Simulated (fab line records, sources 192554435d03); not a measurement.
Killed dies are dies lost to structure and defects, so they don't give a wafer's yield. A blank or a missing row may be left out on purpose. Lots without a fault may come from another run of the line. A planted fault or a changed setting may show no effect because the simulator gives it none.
A struck lot beside a sound one | flow n5_finfet | 35 steps out of a route of 1938
Sound: wafers L135.2, L135.4, L135.5. Struck: wafer L146.6. (L146.4 of the same lot was not struck and is left out.) The cause comes at the end.
At each step with rows: each side's tool, then ch and its chambers, then its first start. Under that, the readings that differ: sound wafers | struck wafers | difference of the means | sigmas: that difference in standard deviations of wafers without a fault.
alike: readings whose means differ by less than 2 such deviations, and words and numbers that are the same on both sides. not compared: withheld readings, readings that some wafer has no value for, bounds like >300 that may hide the same value, and numbers for which the record gives no deviation and whose values overlap.
The two part at a step that has a row with sigmas, a row that says differs or no value, or rows on one side only. Numbers that don't overlap but have no deviation are shown without sigmas and don't part them. A reading that every wafer of one side lacks parts them only if that side has two wafers or more.

first, 8 steps without rows for these wafers: N5_BEOL_M10_SPUTTER_48 (material Cu, target thk 12 nm, time 2 s); N5_BEOL_M10_ECD_50 (material Cu, target thk 318 nm); N5_BEOL_M10_ANNEAL_51 (time 90 s); N5_BEOL_M10_CMP_52 (polishes, stops on SiCOH lowk, t overpolish 7 s, target thk 140 nm); N5_BEOL_M10_PRE_CLEAN_55 (time 15 s); N5_BEOL_M10_DEP_56 (deposits SiCN from 3MS/NH3, target thk 15 nm, time 26.5 s); N5_BEOL_M11_ILD_DEP_00 (deposits SiCOH lowk from DEMS/porogen, target thk 308.51 nm, time 58 s); N5_BEOL_M11_CURE_71 (cures SiCOH lowk, time 240 s).
N5_BEOL_M11_PECVD_70: deposits SiO2 from TEOS/O2, target thk 20 nm, time 22.7 s.
  sound on pecvd-02 ch 0,1,2, day 11 20:08; struck on pecvd-02 ch 2, day 13 22:04
  reading                                     | sound        | struck | difference | sigmas
  model.SiO2_of_BEOL_M11_PECVD_70.thk_nm (nm) | 20 20.2 20.4 | 11     | -9         |
  alike: heater_power_outer_w, heater_power_w, showerhead_plenum_p_Torr, throttle_valve_pct
  not compared: since_wet_clean_h
then, 24 steps without rows for these wafers: N5_BEOL_M11_HM_DEP_02 (deposits TiN, target thk 20 nm); N5_BEOL_M11_COAT_59 (time 60 s, resist thk 100 nm); N5_BEOL_M11_COAT_60 (time 60 s, resist thk 30 nm); N5_BEOL_M11_COAT_05 (resist thk 90 nm); N5_BEOL_M11_EBR_07; N5_BEOL_M11_SOFTBAKE_06 (time 60 s); N5_BEOL_M11_EXPOSE_08 (exposes mask M11); N5_BEOL_M11_PEB_09 (peb time 60 s); N5_BEOL_M11_DEVELOP_10 (develop time 30 s); N5_BEOL_M11_DESCUM_16 (chemistry O2, time 7.9 s); N5_BEOL_M11_ETCH_61 (etches SiARC in CF4, target depth 39 nm, time 65 s); N5_BEOL_M11_ETCH_62 (etches SOC in N2/H2, target depth 110 nm, overetch 22 nm, time 165 s); N5_BEOL_M11_STRIP_68 (strips in N2/H2); N5_BEOL_M11_STRIP_67 (strips in CF4); N5_BEOL_M11_HM_OPEN_17 (chemistry Cl2/BCl3, target TiN, target depth 20 nm, overetch 6 nm); N5_BEOL_M11_STRIP_19 (strips in O2); N5_BEOL_M11_COAT_63 (time 60 s, resist thk 100 nm); N5_BEOL_M11_COAT_64 (time 60 s, resist thk 30 nm); N5_BEOL_M11_COAT_22 (resist thk 90 nm); N5_BEOL_M11_EBR_24; N5_BEOL_M11_SOFTBAKE_23 (time 60 s); N5_BEOL_M11_EXPOSE_25 (exposes mask V10); N5_BEOL_M11_PEB_26 (peb time 60 s); N5_BEOL_M11_DEVELOP_27 (develop time 30 s).
N5_BEOL_M11_HM_STRIP_39: strips TiN in peroxide tin strip, target depth 25 nm, time 158 s.
  sound on wet_bench-04 ch 2,5,6, day 12 01:01; struck on wet_bench-04 ch 4, day 14 02:08
  reading                                     | sound      | struck | difference | sigmas
  model.SiO2_of_BEOL_M11_PECVD_70.thk_nm (nm) | 20 20 20.2 | 10.8   | -9.3       |
N5_BEOL_M11_CMP_52: polishes, stops on SiCOH lowk, t overpolish 7 s, target thk 140 nm.
  sound on cmp-04 ch 1,2, day 12 04:44; struck on cmp-01 ch 1, day 14 03:55
  reading                      | sound          | struck | difference | sigmas
  barrier_field_endpoint_s (s) | 28.6 29.2 28.5 | 18.9   | -9.9       | -10
  alike: edge_zone_pressure_frac, motor_current_A, retaining_ring_pressure_frac

WHERE THEY PART
Only at N5_BEOL_M11_CMP_52, within this record.

WHY: what the simulator had put in
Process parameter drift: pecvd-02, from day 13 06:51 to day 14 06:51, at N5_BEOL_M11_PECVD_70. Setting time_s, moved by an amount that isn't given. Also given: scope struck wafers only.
